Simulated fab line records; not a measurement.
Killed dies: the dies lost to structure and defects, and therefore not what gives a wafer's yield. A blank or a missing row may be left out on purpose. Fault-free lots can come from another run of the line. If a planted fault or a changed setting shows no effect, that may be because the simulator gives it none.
fab line records	flow n5_finfet
record lots=4	wafers=12	last_day=16
route steps=1938 shown GATE_CUT@506 MOL_CONTACT_COAG@517 BEOL_M4@1111 PASSIVATION@1936
lots that met no fault: from a run of the same line without faults
start_h: hours from the record's opening day to when the first of the lot's shown wafers began	wait_h: time in hours since the lot's previous step	" identical to the entry in the row above	L1.1+2: a single row standing in for several wafers	- no value, or no start was given	* or withheld: withheld	< > ~ a bound
route shown NAME@n: NAME is a module with steps in the file, n the number in the route of the first one	usual: mean/standard deviation taken from wafers without a fault	same: alike in all rows	chamber/n: place in a boat	sites: per-site readings	_std_site: standard deviation of those values	_edge_site: the outer-site mean with the inner-site mean subtracted	radius_mm: how far each site lies from the wafer's centre	mask NAME#n: copy n	behind: tool/chamber where the wafer was last shaped	hold: why the lot was held/for how many hours/how that ended	device: whichever transistor did not switch (one of n, p or np)	end of line: tests of these same wafers at the route's end	for a step that has no rows: nothing shown but its recipe	killed: the dies lost at the first sort to structure and to defects; this is not the yield of the wafer	map: the dies of a wafer, with x for killed, . for not killed, _ for no die there
set.NAME: the setting that was run; set.NAME@STEP: the one run at that earlier step	model.NAME: the simulator's own value behind a step, which no gauge read
a table for each step, a row for each wafer; lots at some steps of the route
services: from which hour (start_h, from the record's first day; less than 0 if before it) a tool's chamber was out of use, for how many hours, and why
## steps
# step N5_GATE_CUT_VAPOR_ETCH_51
# recipe chemistry=BCl3/Cl2	target=HfO2	mode=isotropic
# step N5_GATE_CUT_STRIP_21
# recipe chemistry=N2/H2	time_s=30	power_w=1000	temp_c=250	pressure_mtorr=withheld	n2_flow_sccm=1750	h2_flow_sccm=3250
# step N5_GATE_CUT_STRIP_29
# recipe chemistry=post_etch_residue_remover	time_s=60	temp_c=25	remover_ph=withheld	remover_water_wt_pct=withheld	remover_fluoride_wt_pct=withheld
# step N5_GATE_CUT_SRD_52
# recipe dry=ipa_marangoni	time_s=30	temp_c=23	rinse_liquid=diw
# step N5_GATE_CUT_ALD_22
# recipe material=SiNx	target_thk_a=160	temp_c=400	ald_precursor_family=SiH2I2	ald_co_reactant=N2/H2-plasma	pulse_time_s=1	ald_cycles=320	purge_time_s=2	co_reactant_purge_time_s=2	pressure_torr=2
# step N5_GATE_CUT_CMP_23
# recipe stop_on=SiO2	t_overpolish_s=23.4	post_cmp_clean=alkaline_brush	down_force_psi=2.5	platen_rpm=51.8	pad_velocity_m_s=1.0307	target_thk_nm=16
# step N5_GATE_CUT_CMP_43
# recipe material=SiO2	post_cmp_clean=rinse_only
# step N5_GATE_CUT_CMP_61
# recipe stop_on=SiNx	t_overpolish_s=3	post_cmp_clean=alkaline_brush	down_force_psi=4	platen_rpm=27.09	pad_velocity_m_s=0.539
# step N5_MOL_CONTACT_COAG_COAT_103
# recipe resist=SOC	temp_c=250	time_s=60	spin_rpm=1500	resist_thk_nm=80
# step N5_MOL_CONTACT_COAG_COAT_104
# recipe resist=SiARC	temp_c=220	time_s=60	spin_rpm=1500	resist_thk_nm=12
# usual exhaust_pa=44.9/0.94	spin_speed_rpm=1500.0/1.2
lot.wafer	tool	chamber	start_h	wait_h	exhaust_pa	spin_speed_rpm
L158.3	litho_track-05	0	88.24	-	44.8	1498.6
L158.4	"	0	"	"	44.7	1501.2
L158.5	"	0	"	"	44.7	1499.3
L168.1	litho_track-05	0	144.61	-	44.4	1431.6
L168.4	"	0	"	"	44.5	1432.6
L168.5	"	0	"	"	45.2	1433.2
L169.2	litho_track-05	0	155.10	-	45.3	1433.4
L169.3	"	0	"	"	44.9	1431.9
L169.4	"	0	"	"	46.0	1433.5
L175.1	litho_track-03	0	187.77	-	46.8	1501.3
L175.3	"	0	"	"	45.8	1500.2
L175.6	"	0	"	"	44.6	1500.2
# step N5_MOL_CONTACT_COAG_COAT_58
# recipe resist=underlayer	temp_c=205	time_s=60	spin_rpm=1500	resist_thk_nm=10
# step N5_MOL_CONTACT_COAG_COAT_02
# recipe resist=CAR-EUV	spin_rpm=1500	resist_thk_nm=30
# step N5_MOL_CONTACT_COAG_EBR_04
# recipe solvent=PGMEA	ebr_width_mm=1.5
# step N5_MOL_CONTACT_COAG_SOFTBAKE_03
# recipe temp_c=110	time_s=60	resist=CAR-EUV
# step N5_MOL_CONTACT_COAG_EXPOSE_05
# recipe mask_id=CA	na=0.33	source_shape=annular	sigma_inner=0.4	sigma_outer=0.8	polarization=unpolarized	defocus_nm=0	dose_mj=38.25
# step N5_MOL_CONTACT_COAG_PEB_06
# recipe peb_temp_c=100	peb_time_s=60	resist=CAR-EUV
# step N5_MOL_CONTACT_COAG_DEVELOP_07
# recipe develop_time_s=30	developer=TMAH	resist=CAR-EUV	rinse_liquid=surfactant_rinse	dry=air_spin	dev_temp_c=23
# step N5_MOL_CONTACT_COAG_DESCUM_13
# recipe chemistry=O2	time_s=7	source_power_w=50	bias_power_w=20	pressure_mtorr=20	rf_frequency_hz=2.712e+07	temp_c=40	resist=CAR-EUV	o2_flow_sccm=225
# step N5_MOL_CONTACT_COAG_ETCH_59
# recipe chemistry=N2/H2	target=underlayer	target_depth_a=130	mask_material=CAR-EUV	time_s=10.4	ion_energy_ev=200	pressure_mtorr=30	source_w=840	bias_w=150	n2_flow_sccm=200	h2_flow_sccm=200	ends=cleared
# step N5_MOL_CONTACT_COAG_ETCH_105
# recipe chemistry=CF4	target=SiARC	target_depth_a=156	mask_material=CAR-EUV	time_s=26	ion_energy_ev=80	pressure_mtorr=40	source_w=545	bias_w=36	Ar_flow_sccm=100	cf4_flow_sccm=100	ends=cleared
# usual chamber_pressure_mTorr=40.00/0.039	drypump_motor_current_A=5.8/0.4	etch_rf_on_time_s=26.1/0.42	oes_product_au=0.68/0.083	rf_vpp_V=183.6/1.2	showerhead_plenum_p_Torr=2.10/0.054	throttle_valve_pct=15.68/0.25
lot.wafer	tool	chamber	start_h	wait_h	chamber_pressure_mTorr	drypump_motor_current_A	etch_rf_on_time_s	oes_product_au	rf_hours_counter_h	rf_vpp_V	showerhead_plenum_p_Torr	throttle_valve_pct	model.etch.depth_nm
L158.3	rie_diel-06	2	89.03	0.0	40.06	5.9	26.0	0.59	237	184.6	2.11	15.59	11.98
L158.4	"	0	"	"	40.02	5.8	26.1	0.58	245	183.7	2.11	15.95	12.02
L158.5	"	0	"	"	39.97	5.8	26.0	0.58	-	183.6	2.11	15.94	11.99
L168.1	rie_diel-05	2	145.05	0.0	40.00	6.3	26.7	0.58	247	185.2	2.19	16.03	12.26
L168.4	"	1	"	"	39.98	5.1	26.7	0.83	7	183.3	2.10	15.27	12.24
L168.5	"	2	"	"	40.01	6.3	26.8	0.58	-	185.6	2.19	16.00	12.23
L169.2	rie_diel-05	0	155.57	0.0	40.01	5.6	26.3	0.73	55	184.0	2.09	15.42	12.3
L169.3	"	1	"	"	39.98	5.1	26.6	0.82	11	185.0	2.10	15.29	12.26
L169.4	"	3	"	"	39.95	5.7	26.5	0.62	-	184.3	2.12	15.72	12.26
L175.1	rie_diel-05	2	188.96	0.0	39.98	6.2	25.9	0.80	6	184.1	2.19	15.54	11.98
L175.3	"	1	"	"	39.99	5.1	26.0	0.79	23	181.5	2.10	15.31	11.97
L175.6	"	0	"	"	40.00	5.6	25.8	0.72	-	183.2	2.08	15.44	11.98
# step N5_MOL_CONTACT_COAG_ETCH_106
# recipe chemistry=N2/H2	target=SOC	target_depth_a=800	overetch_a=160	mask_material=SiARC	temp_c=40	time_s=120	ion_energy_ev=200	pressure_mtorr=30	source_w=840	bias_w=150	n2_flow_sccm=200	h2_flow_sccm=200
# usual chamber_pressure_mTorr=29.999/0.027	drypump_motor_current_A=5.8/0.39	h2_flow_sccm=200.0/0.53	oes_product_au=0.71/0.083	rf_vpp_V=522.6/2.1	showerhead_plenum_p_Torr=2.49/0.069	throttle_valve_pct=17.91/0.25
lot.wafer	tool	chamber	start_h	wait_h	chamber_pressure_mTorr	drypump_motor_current_A	h2_flow_sccm	oes_product_au	rf_hours_counter_h	rf_vpp_V	showerhead_plenum_p_Torr	throttle_valve_pct	model.SiARC_of_MOL_CONTACT_COAG_COAT_104.thk_nm
L158.3	rie_diel-06	2	89.06	0.0	30.002	5.9	199.3	0.63	237	522.3	2.50	17.63	6.4
L158.4	"	0	"	"	29.976	5.8	198.1	0.61	245	524.6	2.50	18.11	6.4
L158.5	"	0	"	"	30.015	5.8	199.8	0.61	-	523.1	2.50	18.10	6.4
L168.1	rie_diel-05	2	145.08	0.0	30.045	6.3	200.6	0.61	247	524.1	2.60	18.16	6.6
L168.4	"	1	"	"	30.010	5.1	200.0	0.87	7	522.0	2.51	17.66	6.6
L168.5	"	2	"	"	30.010	6.2	200.9	0.62	-	524.8	2.60	18.15	6.6
L169.2	rie_diel-05	0	155.60	0.0	30.038	5.6	199.7	0.76	55	523.4	2.48	17.65	6.6
L169.3	"	1	"	"	29.969	5.1	200.1	0.85	11	521.0	2.51	17.68	6.6
L169.4	"	3	"	"	29.998	5.8	199.4	0.64	-	523.0	2.51	17.87	6.6
L175.1	rie_diel-05	2	188.99	0.0	30.007	6.2	199.8	0.83	6	526.7	2.60	17.75	6.2
L175.3	"	1	"	"	30.006	5.1	199.5	0.83	23	522.3	2.50	17.70	6.2
L175.6	"	0	"	"	29.972	5.6	199.2	0.76	-	522.8	2.48	17.68	6.2
# step N5_MOL_CONTACT_COAG_STRIP_107
# recipe chemistry=N2/H2	temp_c=40	n2_flow_sccm=200	h2_flow_sccm=200	rf_frequency_hz=6e+07
# step N5_BEOL_M4_RC_MEAS_101
# usual DIBL_N=36.4/1.3	DIBL_P=36.5/1.7	IOFF_N=0.154/0.022	IOFF_P=0.202/0.025	ION_N=671/9.8	ION_P=460/6.8	SS_N=71.6/0.54	SS_P=73.4/0.58	VT_N=250.9/2.8	VT_P=-251.4/2.7
lot.wafer	tool	chamber	start_h	wait_h	DIBL_N[mV/V]	DIBL_P[mV/V]	IOFF_N[nA/um]	IOFF_P[nA/um]	ION_N[uA/um]	ION_P[uA/um]	SS_N[mV/dec]	SS_P[mV/dec]	VT_N[mV]	VT_P[mV]
L158.3	prober-01	0	168.19	0.3	39.2	37.6	0.178	0.219	674	463	72.4	74.0	250.6	-252.2
L158.4	"	0	"	"	39.8	39.4	0.197	0.238	675	463	72.7	74.7	245.5	-250.4
L158.5	"	0	"	"	37.8	36.3	0.156	0.205	671	460	71.9	73.5	251.4	-251.0
L168.1	prober-01	0	220.71	0.0	35.5	34.0	0.128	0.193	665	465	71.0	72.4	253.5	-250.1
L168.4	"	0	"	"	36.4	35.6	0.153	0.212	674	466	71.6	73.0	248.7	-251.0
L168.5	"	0	"	"	35.0	33.7	0.125	0.180	675	466	70.8	72.0	253.2	-252.8
L169.2	prober-02	0	228.47	0.2	35.5	35.4	0.131	0.175	662	455	70.8	72.9	251.4	-254.1
L169.3	"	0	"	"	36.2	36.6	0.145	0.188	664	455	72.4	72.8	251.6	-253.5
L169.4	"	0	"	"	37.1	37.8	0.162	0.208	674	457	71.9	73.6	248.3	-252.8
L175.1	prober-01	0	268.26	0.0	36.6	37.4	0.153	0.212	674	459	71.7	73.6	252.2	-250.5
L175.3	"	0	"	"	35.0	34.5	0.117	0.174	641	448	71.2	72.7	256.2	-253.7
L175.6	"	0	"	"	37.1	36.2	0.148	0.200	662	452	72.0	73.3	255.1	-250.5
# step N5_PASSIVATION_PROBE_49
# usual defect_limited_yield=91.1/1.3	killed_at_M0_to_M3=34/10	killed_at_M4_up=14/5.7	killed_at_contacts=12/5.9	killed_at_front_end=41/12	killed_at_other=4/3.1	killed_dies=105/15	killed_open=69/11	killed_short=35/7.8	sort_bin_5_function=5.3/0.81	sort_bin_6_memory=3.3/0.75	sort_n_pass=1075/15	sort_yield_pct=91.1/1.3
# same gross_dies=1180	killed_at_back_side=0	sort_bin_4_leakage[%]=0	sort_bin_8_speed[%]=0
lot.wafer	tool	chamber	start_h	wait_h	defect_limited_yield[%]	killed_at_M0_to_M3	killed_at_M4_up	killed_at_contacts	killed_at_front_end	killed_at_other	killed_dies	killed_open	killed_short	sort_bin_5_function[%]	sort_bin_6_memory[%]	sort_n_pass	sort_yield_pct[%]
L158.3	prober-02	-	267.89	0.1	93.4	23	17	7	29	2	78	53	23	4.5	2.0	1102	93.4
L158.4	prober-02	-	267.94	0.2	91.7	21	22	7	45	3	98	68	22	4.4	3.0	1082	91.7
L158.5	prober-02	-	267.99	0.2	93.2	25	11	17	25	2	80	53	27	3.4	3.1	1100	93.2
L168.1	prober-02	-	336.14	0.0	89.2	39	4	9	66	9	127	83	44	5.9	4.2	1053	89.2
L168.4	prober-02	-	336.29	0.2	91.1	28	4	12	57	4	105	61	42	4.8	3.7	1075	91.1
L168.5	prober-02	-	336.34	0.2	90.8	23	13	11	57	5	109	66	42	6.8	1.9	1071	90.8
L169.2	prober-02	-	336.82	0.1	92.8	27	14	15	22	7	85	54	29	4.6	2.2	1095	92.8
L169.3	prober-02	-	336.87	0.1	91.3	57	6	12	23	5	103	77	26	5.4	2.9	1077	91.3
L169.4	prober-02	-	336.92	0.2	91.5	32	17	17	32	2	100	57	43	5.2	2.7	1080	91.5
L175.1	prober-01	-	382.65	0.0	91.5	28	22	7	41	2	100	68	26	6.0	2.0	1080	91.5
L175.3	prober-01	-	382.75	0.1	90.5	44	17	12	37	2	112	67	43	4.7	4.0	1068	90.5
L175.6	prober-01	-	382.90	0.3	91.3	38	21	10	32	2	103	72	29	4.9	3.6	1077	91.3
# killed by level:class
L158.3 BEOL_M3:geometric_particle:open=7 FIN_SAQP:geometric_particle:open=6 MOL_CONTACT_COAG:geometric_particle:open=5 FIN_SAQP:geometric_particle:short=5 BEOL_M8:geometric_particle:open=5 FIN_CUT:geometric_particle:open=4 BEOL_M0_SAQP:geometric_particle:open=4 BEOL_M4:geometric_particle:open=4
L158.4 BEOL_M4:geometric_particle:open=12 STI_FIN_REVEAL:geometric_particle:open=10 HKMG_FIN:area_etch=8 FIN_SAQP:geometric_particle:open=7 BEOL_M3:geometric_particle:open=6 MOL_CONTACT_COAG:geometric_particle:open=5 BEOL_M2:geometric_particle:open=5 STARTING-WAFER:geometric_particle:open=4
L158.5 MOL_CONTACT_COAG:geometric_particle:open=15 FIN_SAQP:geometric_particle:short=8 DUMMY_GATE:geometric_particle:open=7 BEOL_M0_SAQP:geometric_particle:short=6 BEOL_M1:geometric_particle:open=6 BEOL_M0_SAQP:geometric_particle:open=5 BEOL_M4:geometric_particle:open=4 STI_FIN_REVEAL:geometric_particle:open=3
L168.1 FIN_SAQP:geometric_particle:short=20 FIN_SAQP:geometric_particle:open=17 BEOL_M1:geometric_particle:open=13 STI_FIN_REVEAL:geometric_particle:open=10 MOL_CONTACT_COAG:geometric_particle:open=8 BEOL_M3:geometric_particle:open=6 GATE_CUT:geometric_particle:open=4 BEOL_M0_SAQP:geometric_particle:open=4
L168.4 FIN_SAQP:geometric_particle:open=17 FIN_SAQP:geometric_particle:short=15 MOL_CONTACT_COAG:geometric_particle:open=8 BEOL_M1:geometric_particle:open=7 BEOL_M2:geometric_particle:open=4 DUMMY_GATE:geometric_particle:open=4 SPACER0:geometric_particle:short=4 MOL_CONTACT_COAG:geometric_particle:short=4
L168.5 FIN_SAQP:geometric_particle:short=12 FIN_SAQP:geometric_particle:open=10 STI_FIN_REVEAL:geometric_particle:open=9 MOL_CONTACT_COAG:geometric_particle:open=9 STI_FIN_REVEAL:geometric_particle:short=6 BEOL_M1:geometric_particle:open=6 GATE_CUT:geometric_particle:short=5 BEOL_M2:geometric_particle:open=4
L169.2 BEOL_M2:geometric_particle:open=11 MOL_CONTACT_COAG:geometric_particle:open=9 MOL_CONTACT_COAG:geometric_particle:short=6 BEOL_M0_SAQP:geometric_particle:open=5 BEOL_M2:geometric_particle:short=5 STI_FIN_REVEAL:geometric_particle:open=4 BEOL_M4:geometric_particle:open=3 BEOL_M4:geometric_particle:short=3
L169.3 BEOL_M2:geometric_particle:open=14 MOL_CONTACT_COAG:geometric_particle:open=12 BEOL_M3:geometric_particle:open=12 BEOL_M0_SAQP:geometric_particle:short=8 BEOL_M0_SAQP:geometric_particle:open=8 STI_FIN_REVEAL:geometric_particle:open=5 GATE_CUT:geometric_particle:open=5 BEOL_M1:geometric_particle:open=5
L169.4 BEOL_M2:geometric_particle:open=16 MOL_CONTACT_COAG:geometric_particle:open=9 BEOL_M4:geometric_particle:open=9 MOL_CONTACT_COAG:geometric_particle:short=8 GATE_CUT:geometric_particle:short=7 DUMMY_GATE:geometric_particle:short=5 FIN_SAQP:geometric_particle:short=4 BEOL_M0_SAQP:geometric_particle:short=4
L175.1 STI_FIN_REVEAL:geometric_particle:open=11 FIN_SAQP:geometric_particle:open=8 BEOL_M0_SAQP:geometric_particle:short=7 MOL_CONTACT_COAG:geometric_particle:open=6 BEOL_M4:geometric_particle:open=6 STARTING-WAFER:geometric_particle:open=5 GATE_CUT:geometric_particle:short=5 BEOL_M0_SAQP:geometric_particle:open=5
L175.3 MOL_CONTACT_COAG:geometric_particle:open=11 STI_FIN_REVEAL:geometric_particle:open=9 BEOL_M0_SAQP:geometric_particle:open=9 BEOL_M2:geometric_particle:open=8 BEOL_M2:geometric_particle:short=7 FIN_SAQP:geometric_particle:short=6 BEOL_M3:geometric_particle:open=6 BEOL_M3:geometric_particle:short=6
L175.6 FIN_SAQP:geometric_particle:open=13 BEOL_M0_SAQP:geometric_particle:open=10 BEOL_M0_SAQP:geometric_particle:short=10 MOL_CONTACT_COAG:geometric_particle:open=7 BEOL_M3:geometric_particle:open=6 BEOL_M5:geometric_particle:open=6 STI_FIN_REVEAL:geometric_particle:open=5 GATE_CUT:geometric_particle:short=5
## services
tool	chamber	start_h	hours	kind
rie_diel-05	0	67.15	3.7	repair
rie_diel-06	0	102.20	-	clean
rie_diel-06	0	102.20	-	consumable_replace:focus_ring
rie_diel-06	0	102.20	26.8	scheduled_down
rie_diel-06	0	102.20	26.8	vent_cycle
rie_diel-05	1	112.02	-	clean
rie_diel-05	1	112.02	-	consumable_replace:focus_ring
rie_diel-05	1	112.02	15.9	scheduled_down
rie_diel-05	1	112.02	15.9	vent_cycle
rie_diel-05	3	117.14	1.4	repair
rie_diel-06	2	129.03	-	clean
rie_diel-06	2	129.03	-	consumable_replace:focus_ring
rie_diel-06	2	129.03	18.5	scheduled_down
rie_diel-06	2	129.03	18.5	vent_cycle
rie_diel-05	2	154.21	-	clean
rie_diel-05	2	154.21	-	consumable_replace:focus_ring
rie_diel-05	2	154.21	16.2	scheduled_down
rie_diel-05	2	154.21	16.2	vent_cycle
rie_diel-05	0	158.30	8.1	repair
litho_track-03	-	169.77	-	consumable_replace:filter
rie_diel-05	3	185.11	4.9	repair
## key
first_sign step=N5_MOL_CONTACT_COAG_COAT_104	reading=spin_speed_rpm	direction=down	sigmas=56	usual=*	struck=*
effect none on later readings
model_effect step=N5_MOL_CONTACT_COAG_ETCH_105	value=etch.depth_nm	without=11.98	struck=12.26
model_effect step=N5_MOL_CONTACT_COAG_ETCH_106	value=SiARC_of_MOL_CONTACT_COAG_COAT_104.thk_nm	without=6.3	struck=6.6
met_at N5_MOL_CONTACT_COAG_COAT_104
struck_wafers L168.1,L168.4,L168.5,L169.2,L169.3,L169.4
onset_between 88.24 144.61
fault kind=process_parameter_drift	tool=litho_track-05	chamber=-	onset_h=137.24	steps=N5_MOL_CONTACT_COAG_COAT_104	channel=spin_rpm	offset=*	shape=step	end_h=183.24	acts_in=*	stated=*
